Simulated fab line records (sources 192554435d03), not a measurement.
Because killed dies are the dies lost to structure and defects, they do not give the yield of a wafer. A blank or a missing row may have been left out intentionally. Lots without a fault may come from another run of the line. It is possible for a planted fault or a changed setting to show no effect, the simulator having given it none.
Split-lot experiment | flow n5_finfet | 21 wafers read from 7 lots, route of 1938 steps

ABOUT THE SPLIT
At N5_BEOL_M4_COAT_05 (resist thk 30 nm), the setting spin_rpm was moved away from the recipe's 1500 rpm on 6 of the 21 wafers read, by -7.4% to +5.1%. The other wafers ran this setting at the recipe's value.

FROM THE SPLIT TO THE READING: what the file shows between them, 5 steps
- N5_BEOL_M4_EBR_07
- N5_BEOL_M4_SOFTBAKE_06: time 60 s
- N5_BEOL_M4_EXPOSE_08: exposes mask M4
- N5_BEOL_M4_PEB_09: peb time 60 s
- N5_BEOL_M4_DEVELOP_10: develop time 30 s

THE READING
CAR-EUV_of_BEOL_M4_COAT_05.thk_nm (the simulator's own value, which no gauge read), in nm, at N5_BEOL_M4_DESCUM_16 (chemistry O2, time 7 s). No usual value for it is given in the file. Across the 15 wafers here that went through the recipe, the average is 26.1 nm and the standard deviation 0.094 nm.

wafer  | tool, chamber at the split | spin_rpm as run, rpm | against the recipe | CAR-EUV_of_BEOL_M4_COAT_05.thk_nm, nm | against lot-mates on the recipe
L076.3 | litho_track-04, 0          | 1568                 | +4.5%              | 25.4                                  | -0.6
L076.5 | litho_track-04, 0          | 1568                 | +4.5%              | 25.4                                  | -0.6
L076.4 | litho_track-04, 0          | 1500                 | recipe             | 26                                    | -
L078.2 | litho_track-04, 0          | 1568                 | +4.5%              | 25.4                                  | -0.7
L078.3 | litho_track-04, 0          | 1500                 | recipe             | 26.2                                  | -
L078.4 | litho_track-04, 0          | 1500                 | recipe             | 26                                    | -
L080.2 | litho_track-01, 0          | 1500                 | recipe             | 26                                    | -
L080.3 | litho_track-01, 0          | 1500                 | recipe             | 26                                    | -
L080.4 | litho_track-01, 0          | 1576                 | +5.1%              | 25.4                                  | -0.6
L083.2 | litho_track-05, 0          | 1389                 | -7.4%              | 27.2                                  | +1.2
L083.3 | litho_track-05, 0          | 1500                 | recipe             | 26                                    | -
L083.6 | litho_track-05, 0          | 1500                 | recipe             | 26                                    | -
L084.1 | litho_track-04, 0          | 1545                 | +3.0%              | 25.8                                  | -0.4
L084.2 | litho_track-04, 0          | 1500                 | recipe             | 26.2                                  | -
L084.3 | litho_track-04, 0          | 1500                 | recipe             | 26.2                                  | -
L087.1 | litho_track-01, 0          | 1500                 | recipe             | 26                                    | -
L087.2 | litho_track-01, 0          | 1500                 | recipe             | 26                                    | -
L087.4 | litho_track-01, 0          | 1500                 | recipe             | 26                                    | -
L090.1 | litho_track-05, 0          | 1500                 | recipe             | 26.2                                  | -
L090.2 | litho_track-05, 0          | 1500                 | recipe             | 26.2                                  | -
L090.3 | litho_track-05, 0          | 1500                 | recipe             | 26                                    | -

THE FIT
A straight line over all 21 wafers: CAR-EUV_of_BEOL_M4_COAT_05.thk_nm changes by -0.144 nm for each +1% of spin_rpm; r = -0.97; the points scatter about the line by 0.094 nm.
The same after taking each lot's own level away (the mean of its wafers on the recipe; 21 wafers): -0.146 nm for each +1%; r = -0.99; scatter 0.067 nm.
The reading moves by 1.1 nm for the largest change in spin_rpm, on that fit.
From 26.00 to 26.20 nm: that is the span of the lots' own levels, equal to 2.1 times the standard deviation above.
Consequently the slope shifts little with the lot-to-lot level, the two slopes agreeing.
Check: +0.986 nm against its lot-mates is what the line predicts for one of the wafers moved furthest among these (-7.4%) when that wafer is left out of the fit. It came out at +1.2 nm against them.

OTHER SPLITS APPLIED TO THESE WAFERS
Before the reading, these wafers also passed through other splits. Each is held against what the fit with the lots' levels taken away leaves over:
other split on the same wafers     | wafers away from the commonest value | r with CAR-EUV_of_BEOL_M4_COAT_05.thk_nm (lot level and that fit taken away)
N5_BEOL_M0_SAQP_PECVD_96 time_s    | 8                                    | -0.06
N5_BEOL_M0_SAQP_ALD_48 ald_cycles  | 5                                    | -0.23
N5_BEOL_M1_PECVD_72 temp_c         | 6                                    | -0.08
N5_BEOL_M1_COAT_61 spin_rpm        | 5                                    | +0.21
N5_BEOL_M2_PECVD_72 time_s         | 7                                    | +0.04
N5_BEOL_M3_TRENCH_ETCH_37 source_w | 10                                   | +0.18

THE WHOLE CHAIN: every reading that the file lists as answering this split, in the file's order
step                  | what it does           | reading                                                                            | change (the file's fit)               | r (the file's)
N5_BEOL_M4_COAT_05    | resist thk 30 nm       | CAR-EUV_of_BEOL_M4_COAT_05.thk_nm (the simulator's own value, which no gauge read) | -0.133 nm for each +1% of the setting | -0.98
N5_BEOL_M4_DEVELOP_10 | develop time 30 s      | CAR-EUV_of_BEOL_M4_COAT_05.thk_nm (the simulator's own value, which no gauge read) | -0.14 nm for each +1% of the setting  | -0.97
N5_BEOL_M4_DESCUM_16  | chemistry O2, time 7 s | CAR-EUV_of_BEOL_M4_COAT_05.thk_nm (the simulator's own value, which no gauge read) | -0.146 nm for each +1% of the setting | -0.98

FILE'S OWN FIT
CAR-EUV_of_BEOL_M4_COAT_05.thk_nm changes by -0.146 nm for each +1% of spin_rpm, r = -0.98.
